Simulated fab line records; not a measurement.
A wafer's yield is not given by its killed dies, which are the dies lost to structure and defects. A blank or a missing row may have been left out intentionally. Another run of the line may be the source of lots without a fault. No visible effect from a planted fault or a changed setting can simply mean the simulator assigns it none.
Chamber matching + flow n5 finfet + rie diel-02 running N5_BEOL_M5_VIA_ETCH_34: 4 sister chambers
The step etches SiCOH lowk in C4F6/O2, target depth 88.3 nm, time 39.2 s. 16 wafers are shown with their chamber, then 8 later ones without.

WAFERS WITH THEIR CHAMBER
| wafer  | chamber | oes product au (a.u.) | oes_ar_750_au (a.u.) | throttle valve pct (%) |
|--------|---------|-----------------------|----------------------|------------------------|
| L075.1 | 1       | 0.70                  | 0.70                 | 21.37                  |
| L075.2 | 0       | 0.91                  | 0.92                 | 20.74                  |
| L075.5 | 3       | 0.69                  | 0.69                 | 21.10                  |
| L077.1 | 0       | 0.92                  | 0.91                 | 20.76                  |
| L077.5 | 0       | 0.92                  | 0.92                 | 20.76                  |
| L077.6 | 1       | 0.69                  | 0.70                 | 21.40                  |
| L078.1 | 3       | 0.68                  | 0.69                 | 21.09                  |
| L078.3 | 2       | 0.94                  | 0.94                 | 20.87                  |
| L078.6 | 0       | 0.92                  | 0.91                 | 20.75                  |
| L079.3 | 3       | 0.68                  | 0.68                 | 21.09                  |
| L079.4 | 1       | 0.69                  | 0.70                 | 21.38                  |
| L079.6 | 0       | 0.91                  | 0.91                 | 20.78                  |
| L080.3 | 2       | 0.94                  | 0.94                 | 20.88                  |
| L080.4 | 1       | 0.68                  | 0.69                 | 21.40                  |
| L080.5 | 1       | 0.69                  | 0.69                 | 21.41                  |
| L081.2 | 2       | 0.94                  | 0.93                 | 20.90                  |

SIGNATURES (means of the wafers above)
| reading            | chamber 0 | chamber 1 | chamber 2 | chamber 3 | scatter within a chamber |
|--------------------|-----------|-----------|-----------|-----------|--------------------------|
| oes product au     | 0.9160    | 0.6900    | 0.9400    | 0.6833    | 0.00568                  |
| oes_ar_750_au      | 0.9140    | 0.6960    | 0.9367    | 0.6867    | 0.00558                  |
| throttle valve pct | 20.7580   | 21.3920   | 20.8833   | 21.0933   | 0.0144                   |
Rule: for each reading, subtract the chamber's mean from the wafer's reading, divide by that reading's scatter and square the result; add these up over the readings and take the root, which gives the wafer's distance from the chamber. If the next closest chamber is less than 2 further off than the closest, the wafer can't be placed; otherwise it belongs to the closest. The scatter is the square root of a quotient: the sum, over the shown wafers, of each reading's squared deviation from its chamber's mean, divided by wafers minus chambers.

WAFERS WITH NO CHAMBER GIVEN
| wafer  | oes product au (a.u.) | oes_ar_750_au (a.u.) | throttle valve pct (%) |
|--------|-----------------------|----------------------|------------------------|
| L081.4 | 0.91                  | 0.90                 | 20.78                  |
| L081.5 | 0.69                  | 0.70                 | 21.41                  |
| L092.4 | 0.87                  | 0.86                 | 20.81                  |
| L092.5 | 0.87                  | 0.87                 | 20.95                  |
| L092.6 | 0.97                  | 0.99                 | 20.71                  |
| L095.2 | 0.95                  | 0.94                 | 20.74                  |
| L095.3 | 0.87                  | 0.86                 | 20.95                  |
| L095.4 | 0.86                  | 0.85                 | 20.82                  |

THE CHAMBER EACH PASSED THROUGH
| wafer  | from the rows above     | in truth                   |
|--------|-------------------------|----------------------------|
| L081.4 | 0                       | 0                          |
| L081.5 | 1                       | 1                          |
| L092.4 | 0                       | 0                          |
| L092.5 | can't be placed: 0 or 2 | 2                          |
| L092.6 | can't be placed: 2 or 0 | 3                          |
| L095.2 | 0                       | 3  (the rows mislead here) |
| L095.3 | can't be placed: 0 or 2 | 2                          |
| L095.4 | 0                       | 0                          |
Correctly placed: 4 of 8. From these rows, 3 cannot be placed; in 2 the true chamber is one of the candidates. 1 placed wrongly.
